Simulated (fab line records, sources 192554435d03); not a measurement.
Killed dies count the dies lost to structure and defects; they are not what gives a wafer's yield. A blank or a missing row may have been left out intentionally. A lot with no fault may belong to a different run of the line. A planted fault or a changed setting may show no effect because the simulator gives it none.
Chamber matching + flow n5Finfet + N5_MOL_CONTACT_COAG_ALD_133 on aldSin-01 has 4 sister chambers
The step deposits SiO2, target thk 5 nm, pulse time 1 s, co reactant pulse time 1 s. 7 wafers are shown with their chamber, then 9 later ones without.

EACH WAFER AND ITS CHAMBER
| wafer  | chamber | heaterPowerW (W) | precursorPulseHeightRel |
|--------|---------|------------------|-------------------------|
| L082.4 | 2       | 76               | 0.998                   |
| L086.5 | 3       | 72               | 1.026                   |
| L087.5 | 2       | 74               | 0.983                   |
| L087.6 | 1       | 79               | 0.986                   |
| L089.1 | 0       | 74               | 1.005                   |
| L089.5 | 1       | 84               | 0.992                   |
| L089.6 | 0       | 72               | 0.991                   |

WAFERS MISSING THEIR CHAMBER
| wafer  | heaterPowerW (W) | precursorPulseHeightRel |
|--------|------------------|-------------------------|
| L090.1 | 84               | 0.990                   |
| L090.4 | 70               | 1.025                   |
| L090.6 | 71               | 1.008                   |
| L092.1 | 84               | 1.025                   |
| L092.2 | 74               | 0.999                   |
| L092.3 | 71               | 1.013                   |
| L094.2 | 72               | 0.999                   |
| L094.3 | 82               | 1.017                   |
| L094.4 | 76               | 0.986                   |

CHAMBER TAKEN BY EACH
| wafer  | from the rows above               | in truth                   |
|--------|-----------------------------------|----------------------------|
| L090.1 | 1                                 | 1                          |
| L090.4 | 3                                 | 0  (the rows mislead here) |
| L090.6 | can't be placed: 0 or 3 or 2      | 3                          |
| L092.1 | can't be placed: 1 or 3 or 2 or 0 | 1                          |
| L092.2 | can't be placed: 0 or 2           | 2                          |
| L092.3 | can't be placed: 3 or 0 or 2      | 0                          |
| L094.2 | can't be placed: 0 or 2           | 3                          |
| L094.3 | can't be placed: 1 or 2 or 3 or 0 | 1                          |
| L094.4 | can't be placed: 2 or 0 or 1      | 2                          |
Correct placement for 1 of the 9. Unplaceable from these rows: 7, with the true chamber sitting among the candidates in 6. 1 placed wrongly.
How it was worked out, from the rows above alone: a wafer's distance from a chamber is the root of the sum, over the readings, of the square of ((its reading less the chamber's mean) divided by the reading's scatter). The wafer belongs to the nearest chamber; if the next one is less than 2 further off, it can't be placed. Each chamber's mean is taken over the wafers shown for it. The scatter: the root of (the sum of the squares of (reading less its chamber's mean) over the shown wafers, divided by (wafers less chambers)).
